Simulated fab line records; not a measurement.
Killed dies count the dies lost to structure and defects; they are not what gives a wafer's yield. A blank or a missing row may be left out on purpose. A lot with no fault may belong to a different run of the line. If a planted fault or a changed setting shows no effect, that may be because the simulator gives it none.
Which tool is to blame? | flow nand harc | 6 lots with 18 wafers sampled at 3 steps, on a route of 1159 steps

== WHAT THE GAUGES READ, wafer by wafer ==
NHARC_P_GATE_CD_MEAS_26: the cd target is 120 nm.
lot  | measured     | on        | cd nm (nm)
L489 | day 5 00:32  | cd sem-01 | 119.6 119.8 119.2
L491 | day 5 17:24  | cd sem-03 | 120.3 120.3 119.2
L493 | day 6 04:41  | cd sem-02 | 120.7 121.0 120.2
L496 | day 7 02:19  | cd sem-01 | 119.3 119.3 119.2
L501 | day 7 21:54  | cd sem-03 | 119.4 119.9 120.1
L508 | day 10 06:46 | cd sem-01 | 120.2 119.4 119.7

== WHICH TOOL RAN EACH LOT (tool, then ch and the chambers of the sampled wafers, then the start) ==
lot  | NHARC_P_STI_ETCH_15             | NHARC_P_GATE_EXPOSE_23
L489 | rie si-01 ch 0,3, day 2 20:33   | arfi scanner-03 ch 0, day 5 00:23
L491 | rie si-04 ch 0,2,3, day 3 13:56 | arfi scanner-01 ch 0, day 5 17:16
L493 | rie si-02 ch 0,3, day 3 23:41   | arfi scanner-01 ch 0, day 6 04:33
L496 | rie si-01 ch 1,2, day 4 21:47   | arfi scanner-02 ch 0, day 7 02:11
L501 | rie si-01 ch 0,2, day 5 23:27   | arfi scanner-01 ch 0, day 7 21:46
L508 | rie si-02 ch 1,2, day 7 23:34   | arfi scanner-03 ch 0, day 10 06:38
- NHARC_P_STI_ETCH_15: etches the open film in HBr/Cl2, target depth 300 nm, time 100.1 s.
- NHARC_P_GATE_EXPOSE_23: exposes mask P GATE, target cd 120 nm.

== THE ANSWER, worked out from the rows above alone ==
Rule: the lots themselves supply what counts as usual. Put in order of their means at a reading, lots are off if they are a third of the lots or fewer, leave a main group of 4 or more, and stand apart from it by a gap of 3 or more times the standard deviation of the main group's means; of several such gaps the widest counts. A main group whose means are all the same, to the digits that the tables above print for the reading, isn't used. Also off: a lot with no number at a reading for which 4 or more lots have one. Where the step has rows for the other lots, those lots are counted as sound.
No lot is off on any of the readings shown, so nothing can be concluded from this.

== WHAT THE SIMULATOR HAD PUT IN ==
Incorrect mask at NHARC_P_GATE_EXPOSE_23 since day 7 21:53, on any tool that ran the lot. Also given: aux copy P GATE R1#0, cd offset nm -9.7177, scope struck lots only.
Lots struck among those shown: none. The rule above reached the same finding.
